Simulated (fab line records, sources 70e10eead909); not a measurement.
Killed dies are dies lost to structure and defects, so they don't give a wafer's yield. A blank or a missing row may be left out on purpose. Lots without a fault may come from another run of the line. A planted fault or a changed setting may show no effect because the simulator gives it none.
fab line records | flow nand_harc
record lots=24 wafers=72 last_day=33
route steps=1302 shown P_CONTACT@235 P_M0@265 P_M1@300 P_M2@331
lots that met no fault: from a run of the same line without faults
start_h: hours from the record's first day to the start of the lot's first wafer shown | wait_h: hours since the lot's step before | " the same as in the row above | L1.1+2: a row that stands for several wafers | - no value, or no start given | * or withheld: withheld | < > ~ a bound
route shown NAME@n: a module of which the file shows steps, and the number in the route of the first | usual: mean/standard deviation of fault-free wafers | same: alike in all rows | chamber/n: place in a boat | sites: the reading at each site | _std_site: their standard deviation | _edge_site: outer sites' mean less inner sites' | radius_mm: how far each site lies from the wafer's centre | mask NAME#n: copy n | behind: the tool/chamber that last shaped the wafer | hold: why the lot was held/for how many hours/how that ended | device: the transistor (n, p or np) that didn't switch | end of line: the same wafers' tests at the end of the route | a step without rows: its recipe alone | killed: dies lost to structure and defects at the first sort, not the wafer's yield | map: a wafer's dies, x killed, . not, _ none there
set.NAME: the setting as run; set.NAME@STEP: as run at that earlier step | model.NAME: the simulator's own value behind a step, which no gauge read
steps of the route over a sample of lots; a table a step, a row a wafer
services: from which hour (start_h, from the record's first day; less than 0 if before it) a tool's chamber was out of use, for how many hours, and why
## steps
# step NHARC_P_CONTACT_DESCUM_17
# recipe time_s=3 o2_flow_sccm=200 ar_flow_sccm=0 bias_power_w=0 chemistry=O2
# usual drypump_motor_current_A=5.8/0.49 oes_product_au=1.001/0.0077 rf_vpp_V=57.5/0.97 showerhead_plenum_p_Torr=1.85/0.069 throttle_valve_pct=11.311/0.0086
# same time_s=3
# columns lot.wafer tool chamber start_h wait_h drypump_motor_current_A oes_product_au rf_hours_counter_h rf_vpp_V showerhead_plenum_p_Torr throttle_valve_pct
L074.1 rie_diel-06 0 117.91 0.1 5.7 0.994 3.8 57.7 1.88 11.318
L074.2 " 3 " " 5.5 1.007 3.7 56.4 1.80 11.296
L074.5 " 0 " " 5.8 0.993 - 57.7 1.88 11.308
L075.1 rie_diel-06 0 125.82 0.1 5.7 0.994 4.2 57.9 1.88 11.313
L075.2 " 2 " " 6.5 0.997 4.3 56.9 1.82 11.312
L075.3 " 3 " " 5.5 0.998 4.1 56.6 1.80 11.317
L076.4 rie_diel-04 1 131.80 0.1 6.3 0.989 6.1 58.3 1.79 11.310
L076.1 " 0 " " 5.6 1.011 6.7 58.8 1.87 11.308
L076.5 " 2 " " 6.0 0.998 - 57.7 1.84 11.307
L077.2 rie_diel-04 0 142.38 0.1 5.6 1.009 7.1 56.9 1.87 11.310
L077.6 " 2 " " 6.0 1.003 - 57.3 1.84 11.299
L077.5 " 3 " " 6.0 1.004 - 58.7 1.85 11.285
L078.3 rie_diel-06 0 156.63 0.1 5.7 1.006 0.2 57.8 1.88 11.300
L078.1 " 2 " " 6.6 0.993 0.2 57.7 1.82 11.310
L078.5 " 0 " " 5.7 0.999 - 58.9 1.88 11.297
L079.2 rie_diel-06 1 163.87 0.1 5.8 0.993 0.6 58.8 2.05 11.310
L079.4 " 2 " " 6.6 0.979 0.7 58.5 1.82 11.302
L079.5 " 2 " " 6.5 0.990 - 57.2 1.82 11.307
L080.2 rie_diel-03 1 175.10 0.1 5.4 1.000 1.4 55.4 1.88 11.314
L080.5 " 2 " " 6.3 1.001 - 56.5 1.82 11.316
L080.4 " 1 " " 5.4 1.018 - 57.7 1.89 11.311
L081.2 rie_diel-04 3 190.14 0.1 6.1 1.004 0 55.1 1.85 11.315
L081.3 " 2 " " 6.0 1.005 0 56.0 1.83 11.320
L081.6 " 0 " " 5.6 1.013 - 56.7 1.87 11.306
L082.3 rie_diel-04 0 212.43 0.1 5.5 1.013 1.6 59.0 1.86 11.308
L082.2 " 3 " " 6.0 0.989 1.8 58.0 1.85 11.322
L082.4 " 1 " " 6.2 1.000 - 58.2 1.79 11.319
L083.2 rie_diel-03 1 213.16 0.1 5.4 1.015 2.4 59.1 1.88 11.317
L083.6 " 0 " " 4.7 1.000 - 56.5 1.83 11.326
L083.4 " 2 " " 6.3 0.998 - 58.2 1.82 11.294
L084.3 rie_diel-04 0 213.85 0.1 5.5 1.023 2.0 58.3 1.87 11.305
L084.4 " 1 " " 6.3 1.007 - 56.5 1.79 11.318
L084.5 " 0 " " 5.6 1.010 - 57.4 1.87 11.321
L085.1 rie_diel-03 1 228.06 0.1 5.4 0.987 3.1 58.0 1.88 11.315
L085.6 " 0 " " 4.7 1.013 - 57.4 1.83 11.316
L085.5 " 1 " " 5.4 0.994 - 56.8 1.89 11.319
L086.4 rie_diel-04 1 233.66 0.1 6.2 1.005 1.9 57.3 1.79 11.326
L086.1 " 3 " " 6.1 0.994 3.2 57.3 1.85 11.304
L086.5 " 1 " " 6.2 1.008 - 58.2 1.79 11.307
L087.1 rie_diel-04 2 253.10 0.1 6.0 1.005 3.1 57.4 1.83 11.306
L087.6 " 1 " " 6.3 0.993 - 56.3 1.79 11.310
L087.4 " 0 " " 5.6 1.001 - 59.3 1.86 11.315
L089.1 rie_diel-03 1 264.02 0.1 5.4 1.000 4.5 56.7 1.88 11.308
L089.4 " 1 " " 5.4 0.996 - 57.3 1.88 11.309
L089.6 " 0 " " 4.7 1.004 - 57.6 1.83 11.305
L088.2 rie_diel-06 2 266.77 0.1 6.5 1.000 3.1 57.7 1.81 11.308
L088.4 " 3 " " 5.5 1.017 2.8 56.0 1.80 11.299
L088.1 " 0 " " 5.8 0.997 2.4 58.3 1.88 11.313
L090.4 rie_diel-04 0 277.84 0.1 5.6 1.010 6.6 57.3 1.86 11.308
L090.1 " 1 " " 6.3 1.003 5.2 58.3 1.79 11.314
L090.5 " 1 " " 6.3 1.005 - 57.0 1.79 11.329
L091.1 rie_diel-04 2 286.51 0.1 6.0 0.997 5.6 57.2 1.83 11.313
L091.4 " 3 " " 6.0 0.999 6.0 58.4 1.85 11.335
L091.6 " 0 " " 5.6 0.991 - 57.3 1.86 11.306
L093.1 rie_diel-04 0 302.51 0.1 5.6 1.012 8.3 54.6 1.86 11.302
L093.5 " 1 " " 6.3 1.004 - 56.7 1.79 11.303
L093.6 " 2 " " 6.0 1.010 - 56.8 1.83 11.302
L092.4 rie_diel-03 2 302.88 0.1 6.3 0.998 0.2 58.2 1.82 11.315
L092.5 " 2 " " 6.3 1.009 - 57.3 1.82 11.314
L092.6 " 3 " " 4.9 0.998 - 57.8 1.98 11.308
L094.4 rie_diel-06 1 323.03 0.1 5.8 1.010 0.1 58.3 2.05 11.314
L094.1 " 0 " " 5.8 1.002 0.1 56.7 1.88 11.328
L094.5 " 1 " " 5.8 1.017 - 56.9 2.05 11.317
L095.2 rie_diel-06 2 333.34 0.1 6.6 0.989 0.4 58.3 1.81 11.306
L095.1 " 0 " " 5.7 0.988 0.4 56.4 1.88 11.297
L095.4 " 1 " " 5.7 0.998 0.4 57.9 2.05 11.310
L097.2 rie_diel-06 0 348.06 0.1 5.8 0.996 0.8 56.8 1.88 11.310
L097.5 " 2 " " 6.5 1.000 - 56.5 1.81 11.311
L097.6 " 3 " " 5.5 1.005 - 56.5 1.80 11.314
L096.4 rie_diel-03 1 348.82 0.1 5.4 1.007 1.3 57.5 1.88 11.329
L096.2 " 3 " " 4.9 0.988 1.2 57.1 1.98 11.333
L096.6 " 1 " " 5.4 0.992 - 55.8 1.88 11.330
# step NHARC_P_M0_INSPECT_11
# usual raw_defect_count=4.3/2.5
# columns lot.wafer tool chamber start_h wait_h raw_defect_count
L074.1 defect_inspect-01 - 122.22 0.0 3
L074.2 " - " " 8
L074.5 " - " " 3
L075.1 defect_inspect-02 - 129.93 0.0 5
L075.2 " - " " 4
L075.3 " - " " 5
L076.1 defect_inspect-01 - 136.38 0.0 2
L076.4 " - " " 5
L076.5 " - " " 4
L077.2 defect_inspect-01 - 146.45 0.0 4
L077.5 " - " " 3
L077.6 " - " " 7
L078.1 defect_inspect-01 - 160.65 0.0 3
L078.3 " - " " 6
L078.5 " - " " 10
L079.2 defect_inspect-01 - 167.84 0.0 3
L079.4 " - " " 3
L079.5 " - " " 5
L080.2 defect_inspect-01 - 179.35 0.0 1
L080.4 " - " " 3
L080.5 " - " " 4
L081.2 defect_inspect-02 - 194.25 0.0 6
L081.3 " - " " 10
L081.6 " - " " 15
L082.2 defect_inspect-02 - 217.07 0.0 2
L082.3 " - " " 2
L082.4 " - " " 4
L083.2 defect_inspect-01 - 217.39 0.0 2
L083.4 " - " " 1
L083.6 " - " " 1
L084.3 defect_inspect-01 - 218.54 0.0 1
L084.4 " - " " 4
L084.5 " - " " 4
L085.1 defect_inspect-01 - 232.35 0.0 3
L085.5 " - " " 7
L085.6 " - " " 1
L086.1 defect_inspect-01 - 237.80 0.0 1
L086.4 " - " " 2
L086.5 " - " " 6
L087.1 defect_inspect-01 - 257.37 0.0 2
L087.4 " - " " 3
L087.6 " - " " 1
L089.1 defect_inspect-02 - 268.27 0.0 4
L089.4 " - " " 5
L089.6 " - " " 2
L088.1 defect_inspect-01 - 270.96 0.0 8
L088.2 " - " " 4
L088.4 " - " " 10
L090.1 defect_inspect-02 - 282.04 0.0 3
L090.4 " - " " 5
L090.5 " - " " 7
L091.1 defect_inspect-01 - 290.53 0.0 5
L091.4 " - " " 3
L091.6 " - " " 4
L093.1 defect_inspect-01 - 306.57 0.0 3
L093.5 " - " " 3
L093.6 " - " " 5
L092.4 defect_inspect-02 - 306.99 0.0 4
L092.5 " - " " 5
L092.6 " - " " 4
L094.1 defect_inspect-01 - 327.16 0.0 11
L094.4 " - " " 4
L094.5 " - " " 6
L095.1 defect_inspect-02 - 337.59 0.0 9
L095.2 " - " " 4
L095.4 " - " " 5
L097.2 defect_inspect-01 - 352.20 0.0 4
L097.5 " - " " 8
L097.6 " - " " 5
L096.2 defect_inspect-02 - 352.92 0.0 3
L096.4 " - " " 2
L096.6 " - " " 6
# step NHARC_P_M1_ETCH_15
# recipe target_depth_a=1825 time_s=91.2 c4f8_flow_sccm=withheld ar_flow_sccm=400 rf_w=600 bias_w=300 chemistry=C4F8/Ar
# usual oes_product_au=0.960/0.017 rf_vpp_V=440.4/2
# same time_s=91.2
# columns lot.wafer tool chamber start_h wait_h oes_product_au rf_hours_counter_h rf_vpp_V
L074.1 rie_diel-08 2 - - 0.968 7 440.5
L074.2 " 3 " " 0.963 6 439.3
L074.5 " 0 " " 0.949 - 442.6
L075.3 rie_diel-08 0 - - 0.952 7 442.7
L075.1 " 2 " " 0.947 7 440.2
L075.2 " 3 " " 0.954 6 439.7
L076.1 rie_diel-08 1 - - 0.915 5 436.7
L076.4 " 2 " " 0.917 7 440.5
L076.5 " 1 " " 0.922 - 436.6
L077.2 rie_diel-08 2 - - 0.947 8 440.7
L077.6 " 3 " " 0.959 - 439.7
L077.5 " 1 " " 0.955 - 437.3
L078.1 rie_diel-08 1 - - 0.981 8 437.4
L078.3 " 2 " " 0.965 9 440.9
L078.5 " 0 " " 0.954 - 441.8
L079.4 rie_diel-11 2 - - 0.961 7 438.9
L079.2 " 1 " " 0.961 7 441.0
L079.5 " 3 " " 0.982 - 442.6
L080.2 rie_diel-08 1 - - 0.966 9 437.4
L080.5 " 2 " " 0.972 - 441.2
L080.4 " 1 " " 0.962 - 437.8
L081.3 rie_diel-11 3 - - 0.971 9 444.2
L081.2 " 2 " " 0.973 10 439.7
L081.6 " 3 " " 0.988 - 443.0
L082.3 rie_diel-13 2 - - 0.971 8 437.6
L082.2 " 0 " " 0.965 14 438.9
L082.4 " 2 " " 0.975 - 439.2
L083.4 rie_diel-08 3 - - 0.953 2 440.7
L083.2 " 0 " " 0.962 2 443.0
L083.6 " 0 " " 0.960 - 442.3
L084.3 rie_diel-08 3 - - 0.982 2 441.2
L084.4 " 0 " " 0.988 2 442.0
L084.5 " 0 " " 0.980 - 442.4
L085.1 rie_diel-08 2 - - 0.973 2 441.3
L085.5 " 2 " " 0.970 - 441.6
L085.6 " 3 " " 0.976 - 441.2
L086.4 rie_diel-11 2 - - 0.949 14 441.0
L086.1 " 0 " " 0.976 13 439.2
L086.5 " 1 " " 0.975 - 441.8
L087.1 rie_diel-08 1 - - 0.974 4 435.3
L087.4 " 0 " " 0.975 5 442.1
L087.6 " 2 " " 0.958 - 441.0
L089.1 rie_diel-11 1 - - 0.958 0 441.1
L089.4 " 3 " " 0.980 0 444.0
L089.6 " 1 " " 0.957 - 440.7
L088.2 rie_diel-11 0 - - 0.969 0 441.6
L088.1 " 3 " " 0.975 0 441.9
L088.4 " 3 " " 0.981 - 444.5
L090.4 rie_diel-11 2 - - 0.966 1 440.4
L090.1 " 0 " " 0.962 2 440.7
L090.5 " 3 " " 0.957 - 442.7
L091.4 rie_diel-08 2 - - 0.927 7 439.8
L091.1 " 0 " " 0.931 7 442.5
L091.6 " 2 " " 0.916 - 440.7
L093.1 rie_diel-11 1 - - 0.953 4 440.9
L093.5 " 0 " " 0.945 - 442.1
L093.6 " 1 " " 0.949 - 441.0
L092.4 rie_diel-11 2 - - 0.956 3 439.6
L092.5 " 1 " " 0.971 - 440.4
L092.6 " 2 " " 0.965 - 438.2
L094.4 rie_diel-08 1 - - 0.941 10 437.7
L094.1 " 2 " " 0.932 10 440.8
L094.5 " 0 " " 0.936 - 440.3
L095.2 rie_diel-11 2 - - 0.959 6 438.7
L095.4 " 3 " " 0.973 8 442.3
L095.1 " 1 " " 0.962 7 441.5
L097.2 rie_diel-08 3 - - 0.955 13 438.9
L097.6 " 0 " " 0.962 - 441.7
L097.5 " 1 " " 0.976 - 436.9
L096.4 rie_diel-08 2 - - 0.962 11 442.4
L096.2 " 0 " " 0.954 14 441.0
L096.6 " 2 " " 0.967 - 441.2
# step NHARC_P_M1_ETCH_28
# recipe target_depth_a=300 over_etch_frac=0.3 time_s=72.99 ion_energy_ev=150 cf4_flow_sccm=50 n2_flow_sccm=100 ar_flow_sccm=150 rf_w=300 bias_w=100 chemistry=CF4/N2
# usual drypump_motor_current_A=5.8/0.47 oes_product_au=1.001/0.0074 rf_vpp_V=313.8/1.5 showerhead_plenum_p_Torr=2.61/0.074 throttle_valve_pct=19.795/0.0088
# same time_s=72.99
# columns lot.wafer tool chamber start_h wait_h drypump_motor_current_A oes_product_au rf_hours_counter_h rf_vpp_V showerhead_plenum_p_Torr throttle_valve_pct
L074.1 rie_diel-11 2 - - 5.8 0.986 4 313.8 2.58 19.797
L074.2 " 3 " " 5.9 1.010 3 315.7 2.72 19.784
L074.5 " 1 " " 5.5 1.006 - 313.6 2.63 19.795
L075.3 rie_diel-11 0 - - 6.4 1.003 4 314.4 2.65 19.797
L075.1 " 1 " " 5.5 1.005 5 313.6 2.63 19.807
L075.2 " 2 " " 5.8 0.993 5 314.4 2.58 19.791
L076.1 rie_diel-08 2 - - 6.0 0.996 7 314.1 2.63 19.781
L076.4 " 3 " " 5.6 1.002 6 312.2 2.58 19.805
L076.5 " 0 " " 5.0 0.996 - 315.3 2.67 19.792
L077.2 rie_diel-08 2 - - 6.0 0.999 9 316.3 2.63 19.808
L077.5 " 2 " " 6.0 0.989 - 316.5 2.63 19.795
L077.6 " 1 " " 5.7 1.004 - 311.5 2.46 19.788
L078.3 rie_diel-08 3 - - 5.6 0.988 8 313.6 2.58 19.790
L078.1 " 2 " " 6.0 0.982 9 314.3 2.63 19.801
L078.5 " 0 " " 5.1 0.987 - 314.2 2.67 19.793
L079.2 rie_diel-11 3 - - 5.9 1.009 7 315.0 2.72 19.792
L079.4 " 1 " " 5.6 1.000 7 313.9 2.63 19.788
L079.5 " 3 " " 5.9 1.004 - 315.6 2.72 19.807
L080.2 rie_diel-11 1 - - 5.5 1.001 9 314.8 2.63 19.774
L080.4 " 2 " " 5.8 1.002 9 313.8 2.57 19.789
L080.5 " 0 " " 6.4 0.998 - 314.0 2.65 19.788
L081.3 rie_diel-11 1 - - 5.6 0.991 10 314.8 2.63 19.795
L081.2 " 2 " " 5.8 1.000 10 315.4 2.57 19.791
L081.6 " 1 " " 5.5 1.000 - 313.7 2.63 19.796
L082.3 rie_diel-11 1 - - 5.5 1.009 13 313.7 2.63 19.793
L082.2 " 2 " " 5.8 1.002 12 313.2 2.57 19.798
L082.4 " 3 " " 5.9 1.011 12 316.2 2.72 19.793
L083.2 rie_diel-13 2 - - 4.8 1.009 8 312.2 2.55 19.777
L083.4 " 1 " " 6.6 1.008 - 315.5 2.72 19.797
L083.6 " 2 " " 4.8 1.007 - 312.3 2.55 19.786
L084.3 rie_diel-13 0 - - 6.5 0.993 14 311.5 2.57 19.799
L084.5 " 2 " " 4.8 1.018 - 312.8 2.55 19.808
L084.4 " 1 " " 6.5 1.008 - 314.4 2.72 19.805
L085.1 rie_diel-08 3 - - 5.6 1.011 3 314.2 2.58 19.770
L085.5 " 2 " " 6.0 0.998 - 315.1 2.63 19.805
L085.6 " 3 " " 5.6 1.010 - 312.8 2.58 19.795
L086.4 rie_diel-11 0 - - 6.4 0.999 14 316.1 2.65 19.789
L086.1 " 3 " " 5.9 0.999 14 316.0 2.72 19.815
L086.5 " 0 " " 6.4 1.016 - 314.3 2.65 19.794
L087.1 rie_diel-13 1 - - 6.6 1.017 25 316.4 2.71 19.809
L087.4 " 2 " " 4.8 1.004 20 313.3 2.55 19.789
L087.6 " 0 " " 6.5 1.004 - 311.6 2.56 19.812
L089.1 rie_diel-11 2 - - 5.8 0.994 0 315.2 2.57 19.800
L089.4 " 3 " " 5.9 1.002 0 315.4 2.72 19.788
L089.6 " 0 " " 6.4 0.986 - 315.3 2.65 19.785
L088.4 rie_diel-08 3 - - 5.6 1.006 6 312.2 2.57 19.788
L088.1 " 0 " " 5.1 0.998 6 314.9 2.67 19.806
L088.2 " 1 " " 5.7 1.001 5 309.7 2.46 19.802
L090.4 rie_diel-08 3 - - 5.6 1.008 7 312.7 2.57 19.793
L090.1 " 0 " " 5.0 1.005 7 315.3 2.67 19.799
L090.5 " 2 " " 6.0 0.994 - 313.7 2.63 19.800
L091.4 rie_diel-08 1 - - 5.7 1.003 7 309.8 2.46 19.801
L091.1 " 2 " " 6.0 0.994 7 312.9 2.63 19.799
L091.6 " 1 " " 5.7 1.002 - 310.9 2.46 19.797
L093.1 rie_diel-13 1 - - 6.6 0.996 39 316.6 2.71 19.784
L093.5 " 1 " " 6.6 0.998 - 315.6 2.71 19.802
L093.6 " 2 " " 4.8 1.001 - 312.8 2.54 19.794
L092.4 rie_diel-13 0 - - 6.4 0.987 47 313.9 2.55 19.806
L092.5 " 0 " " 6.4 1.001 - 311.8 2.55 19.794
L092.6 " 1 " " 6.6 1.000 - 314.3 2.71 19.778
L094.4 rie_diel-11 0 - - 6.4 1.003 7 314.8 2.64 19.805
L094.1 " 1 " " 5.5 1.009 6 312.9 2.63 19.805
L094.5 " 1 " " 5.5 1.009 - 314.8 2.63 19.812
L095.4 rie_diel-08 2 - - 6.0 1.004 11 313.2 2.63 19.800
L095.1 " 0 " " 5.0 0.999 13 315.0 2.66 19.787
L095.2 " 1 " " 5.7 1.008 11 313.9 2.45 19.788
L097.2 rie_diel-11 2 - - 5.8 0.994 7 312.9 2.57 19.789
L097.5 " 2 " " 5.8 0.993 - 314.0 2.57 19.810
L097.6 " 3 " " 5.9 1.000 - 316.3 2.71 19.793
L096.4 rie_diel-11 1 - - 5.5 0.999 9 314.5 2.63 19.782
L096.2 " 2 " " 5.8 0.986 7 313.4 2.57 19.786
L096.6 " 1 " " 5.5 1.013 - 313.8 2.63 19.791
# step NHARC_P_M2_DESCUM_14
# recipe time_s=3 o2_flow_sccm=200 ar_flow_sccm=0 bias_power_w=0 chemistry=O2
# usual drypump_motor_current_A=5.7/0.48 oes_product_au=1.003/0.0079 rf_vpp_V=57.7/0.99 showerhead_plenum_p_Torr=1.93/0.082 throttle_valve_pct=11.311/0.0096
# same time_s=3
# columns lot.wafer tool chamber start_h wait_h drypump_motor_current_A oes_product_au rf_hours_counter_h rf_vpp_V showerhead_plenum_p_Torr throttle_valve_pct
L074.1 rie_diel-09 0 133.08 0.1 6.4 0.999 7.9 56.6 1.98 11.312
L074.2 " 2 " " 5.1 0.995 7.2 58.2 1.85 11.305
L074.5 " 1 " " 5.8 0.992 - 55.2 1.86 11.316
L075.3 rie_diel-12 3 138.39 0.1 5.3 1.007 1.1 58.9 2.03 11.304
L075.2 " 1 " " 6.0 0.997 1.4 57.2 1.95 11.317
L075.1 " 2 " " 5.4 1.013 1.4 56.9 1.97 11.320
L076.1 rie_diel-12 1 144.67 0.1 6.1 1.007 1.6 57.5 1.94 11.303
L076.4 " 2 " " 5.4 1.010 1.7 57.5 1.97 11.287
L076.5 " 1 " " 6.1 0.999 - 59.4 1.94 11.312
L077.2 rie_diel-02 3 154.96 0.1 5.2 1.003 6.7 57.3 2.01 11.320
L077.5 " 1 " " 5.6 1.012 - 58.6 1.98 11.321
L077.6 " 2 " " 5.9 0.999 - 58.5 1.79 11.313
L078.1 rie_diel-02 0 168.83 0.1 5.5 1.005 8.0 58.5 2.01 11.317
L078.3 " 1 " " 5.6 1.000 9.0 57.1 1.98 11.293
L078.5 " 0 " " 5.5 0.994 - 58.5 2.00 11.305
L079.4 rie_diel-12 3 177.07 0.1 5.3 1.008 4.6 59.2 2.03 11.307
L079.2 " 1 " " 6.1 1.005 4.7 60.1 1.94 11.303
L079.5 " 0 " " 5.2 1.006 - 56.8 1.99 11.312
L080.4 rie_diel-12 1 187.56 0.1 6.1 1.009 5.3 58.5 1.94 11.283
L080.2 " 2 " " 5.4 1.003 4.8 59.3 1.97 11.307
L080.5 " 0 " " 5.3 1.008 - 59.1 1.99 11.295
L081.3 rie_diel-12 3 202.52 0.1 5.3 1.000 5.5 58.3 2.03 11.311
L081.2 " 2 " " 5.4 1.010 5.1 57.1 1.97 11.314
L081.6 " 3 " " 5.3 1.008 - 57.7 2.03 11.315
L082.3 rie_diel-12 2 225.16 0.1 5.3 1.013 5.3 58.6 1.97 11.289
L082.4 " 3 " " 5.3 1.015 5.8 59.2 2.03 11.304
L082.2 " 0 " " 5.3 1.005 6.5 56.8 1.99 11.319
L083.2 rie_diel-09 3 225.95 0.1 6.5 1.004 1.5 56.3 1.79 11.311
L083.4 " 1 " " 5.8 0.996 1.1 57.6 1.86 11.300
L083.6 " 0 " " 6.4 1.011 - 58.5 1.98 11.311
L084.3 rie_diel-02 2 226.82 0.1 5.9 0.991 0.1 57.4 1.79 11.306
L084.4 " 3 " " 5.2 1.002 - 58.3 2.01 11.288
L084.5 " 0 " " 5.5 1.006 - 58.8 2.00 11.322
L085.1 rie_diel-12 1 241.38 0.1 6.1 1.018 8.6 58.0 1.94 11.314
L085.6 " 0 " " 5.3 1.011 - 58.6 1.99 11.292
L085.5 " 1 " " 6.1 1.009 - 57.0 1.94 11.296
L086.1 rie_diel-09 1 246.68 0.1 5.8 0.997 3.4 57.8 1.86 11.316
L086.5 " 1 " " 5.8 0.996 - 57.9 1.86 11.295
L086.4 " 2 " " 5.2 0.988 - 56.5 1.85 11.304
L087.4 rie_diel-12 1 265.88 0.1 6.1 1.008 9.3 59.1 1.94 11.306
L087.1 " 0 " " 5.3 1.006 10.5 58.0 1.99 11.313
L087.6 " 1 " " 6.1 1.004 - 57.9 1.94 11.326
L089.1 rie_diel-09 0 276.51 0.1 6.4 1.005 3.5 58.8 1.98 11.324
L089.4 " 2 " " 5.2 1.001 6.1 58.0 1.85 11.304
L089.6 " 3 " " 6.4 1.000 - 58.3 1.79 11.306
L088.1 rie_diel-09 0 279.14 0.1 6.4 1.003 3.6 59.1 1.98 11.320
L088.2 " 2 " " 5.1 1.002 6.1 56.6 1.85 11.295
L088.4 " 3 " " 6.5 0.995 4.5 57.6 1.79 11.321
L090.1 rie_diel-09 2 290.22 0.1 5.2 1.011 6.8 57.1 1.85 11.313
L090.4 " 0 " " 6.4 1.008 4.0 57.7 1.98 11.310
L090.5 " 1 " " 5.8 1.000 - 57.3 1.86 11.307
L091.4 rie_diel-09 2 298.78 0.1 5.1 1.010 7.1 55.6 1.85 11.308
L091.1 " 0 " " 6.4 1.006 4.3 55.3 1.98 11.309
L091.6 " 2 " " 5.1 1.010 - 58.5 1.85 11.309
L093.1 rie_diel-09 1 314.81 0.1 5.8 0.991 6.5 56.6 1.86 11.322
L093.6 " 3 " " 6.4 1.015 - 57.4 1.79 11.327
L093.5 " 0 " " 6.4 1.010 - 59.2 1.98 11.304
L092.4 rie_diel-09 3 315.44 0.1 6.5 0.995 5.7 56.3 1.79 11.318
L092.5 " 2 " " 5.2 0.991 - 57.9 1.85 11.301
L092.6 " 3 " " 6.5 1.008 - 56.4 1.79 11.304
L094.1 rie_diel-12 2 335.20 0.1 5.4 1.001 2.4 58.6 1.97 11.302
L094.4 " 3 " " 5.3 1.001 3.2 58.1 2.03 11.309
L094.5 " 2 " " 5.4 0.996 - 56.5 1.97 11.305
L095.4 rie_diel-09 3 345.65 0.1 6.5 0.985 0.4 56.6 1.79 11.315
L095.2 " 1 " " 5.8 0.992 0.6 57.6 1.86 11.308
L095.1 " 2 " " 5.2 0.997 0.6 57.8 1.85 11.309
L097.2 rie_diel-12 2 360.33 0.1 5.4 1.006 3.5 57.8 1.97 11.309
L097.5 " 2 " " 5.4 1.006 - 55.8 1.97 11.305
L097.6 " 3 " " 5.3 1.007 - 56.8 2.03 11.313
L096.4 rie_diel-02 0 361.72 0.1 5.5 1.013 9.5 59.3 2.00 11.313
L096.2 " 1 " " 5.6 0.998 10.2 58.2 1.98 11.306
L096.6 " 1 " " 5.6 0.993 - 57.0 1.98 11.304
# step NHARC_P_M2_PRE_CLEAN_32
# recipe time_s=12 temp_c=370 rf_power_w=300 gas=NH3
# usual heater_power_w=654/74
# same time_s=12
# columns lot.wafer tool chamber start_h wait_h heater_power_w
L074.2 pecvd-03 2 135.78 0.1 625
L074.1 " 0 " " 727
L074.5 " 1 " " 736
L075.1 pecvd-03 2 141.03 0.1 714
L075.2 " 0 " " 742
L075.3 " 1 " " 697
L076.1 pecvd-03 1 147.31 0.1 643
L076.4 " 0 " " 744
L076.5 " 2 " " 653
L077.2 pecvd-01 2 157.61 0.1 638
L077.6 " 0 " " 618
L077.5 " 2 " " 642
L078.1 pecvd-01 1 171.47 0.1 660
L078.3 " 2 " " 671
L078.5 " 0 " " 511
L079.2 pecvd-03 0 179.75 0.1 702
L079.4 " 2 " " 642
L079.5 " 0 " " 706
L080.2 pecvd-02 2 190.19 0.1 665
L080.5 " 2 " " 669
L080.4 " 0 " " 795
L081.3 pecvd-03 2 205.16 0.1 628
L081.2 " 0 " " 647
L081.6 " 0 " " 647
L082.3 pecvd-01 1 227.80 0.1 720
L082.2 " 0 " " 555
L082.4 " 1 " " 728
L083.2 pecvd-01 0 228.64 0.1 499
L083.4 " 1 " " 657
L083.6 " 0 " " 496
L084.3 pecvd-03 0 229.51 0.1 659
L084.5 " 1 " " 696
L084.4 " 2 " " 616
L085.1 pecvd-03 2 244.10 0.2 706
L085.6 " 1 " " 679
L085.5 " 2 " " 731
L086.1 pecvd-01 2 249.38 0.1 679
L086.5 " 0 " " 607
L086.4 " 1 " " 673
L087.1 pecvd-03 0 268.62 0.1 626
L087.6 " 2 " " 721
L087.4 " 0 " " 607
L089.1 pecvd-01 0 279.15 0.1 607
L089.4 " 0 " " 606
L089.6 " 1 " " 623
L088.1 pecvd-02 0 281.90 0.1 798
L088.2 " 1 " " 465
L088.4 " 2 " " 590
L090.1 pecvd-01 1 292.88 0.1 621
L090.4 " 0 " " 564
L090.5 " 1 " " 619
L091.1 pecvd-03 2 301.75 0.3 713
L091.4 " 1 " " 606
L091.6 " 0 " " 704
L093.1 pecvd-03 1 317.44 0.1 657
L093.6 " 2 " " 651
L093.5 " 0 " " 597
L092.5 pecvd-03 2 318.12 0.1 711
L092.6 " 0 " " 677
L092.4 " 1 " " 626
L094.1 pecvd-01 1 337.86 0.1 613
L094.5 " 2 " " 625
L094.4 " 1 " " 613
L095.1 pecvd-02 0 348.30 0.1 816
L095.2 " 2 " " 661
L095.4 " 1 " " 555
L097.2 pecvd-02 2 363.01 0.1 582
L097.5 " 0 " " 721
L097.6 " 1 " " 504
L096.2 pecvd-02 0 364.69 0.1 796
L096.6 " 2 " " 644
L096.4 " 0 " " 812
## services
# columns tool chamber start_h hours kind
rie_diel-12 0 104.03 7.6 repair
rie_diel-09 2 127.64 3.1 repair
rie_diel-08 1 128.85 6.0 repair
rie_diel-09 2 137.26 3.3 repair
rie_diel-08 0 141.73 14.4 repair
rie_diel-09 - 143.10 9.0 pm
rie_diel-11 - 150.76 1.1 repair
rie_diel-11 2 164.83 2.9 repair
rie_diel-09 - 165.66 52.8 repair
rie_diel-04 1 166.08 16.0 repair
rie_diel-04 - 177.90 9.0 pm
rie_diel-12 3 182.55 2.5 repair
rie_diel-08 0 183.57 11.3 repair
pecvd-03 - 185.16 13.0 pm
rie_diel-08 - 190.80 9.0 pm
rie_diel-12 1 195.26 6.4 repair
rie_diel-04 1 196.45 12.1 repair
rie_diel-11 2 206.41 6.2 repair
rie_diel-04 2 208.89 6.7 repair
pecvd-03 - 210.62 0.6 repair
rie_diel-09 3 233.93 11.8 repair
rie_diel-11 1 244.97 5.7 repair
rie_diel-11 - 255.50 9.0 pm
rie_diel-11 - 302.14 0.7 repair
## key
fault none
